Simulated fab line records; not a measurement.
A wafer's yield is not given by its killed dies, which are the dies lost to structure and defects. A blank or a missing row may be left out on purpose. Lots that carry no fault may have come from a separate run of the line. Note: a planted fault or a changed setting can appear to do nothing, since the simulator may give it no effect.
Matching of chambers ; flow n5_finfet ; rie_diel-04 running N5_HKMG_FIN_STRIP_90: 4 sister chambers
The step strips SOC in N2/H2, time 20 s. 4 wafers are shown with their chamber, then 10 later ones without.

== EACH WAFER AND ITS CHAMBER ==
wafer;chamber;drypump_motor_current_A (A)
L083.1;2;6.5
L086.6;0;5.6
L090.1;1;5.6
L090.3;3;5.6

== WAFERS WITH NO CHAMBER GIVEN ==
wafer;drypump_motor_current_A (A)
L090.5;6.5
L093.1;5.6
L093.2;6.5
L093.4;5.6
L095.1;6.5
L095.4;5.7
L095.6;5.6
L096.2;6.5
L096.4;5.6
L096.6;5.6

== CHAMBER TAKEN BY EACH ==
wafer;from the rows above;in truth
L090.5;2;2
L093.1;can't be placed: 0 or 1 or 3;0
L093.2;2;2
L093.4;can't be placed: 0 or 1 or 3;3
L095.1;2;2
L095.4;can't be placed: 0 or 1 or 3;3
L095.6;can't be placed: 0 or 1 or 3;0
L096.2;2;2
L096.4;can't be placed: 0 or 1 or 3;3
L096.6;can't be placed: 0 or 1 or 3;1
4 of 10 placed correctly. Can't be placed from these rows: 6 (the true chamber is among the candidates in 6). Placed wrongly: 0.
How it was worked out, from the rows above alone: a wafer's distance from a chamber is the root of the sum, over the readings, of the square of ((its reading less the chamber's mean) divided by the reading's scatter). If the next closest chamber is less than 2 further off than the closest, the wafer can't be placed; otherwise it belongs to the closest. For every chamber, the mean is computed from those of its wafers that are shown. The scatter: with one shown wafer a chamber, the root of the mean of the squares of how far each hidden wafer lies from its nearest shown one.
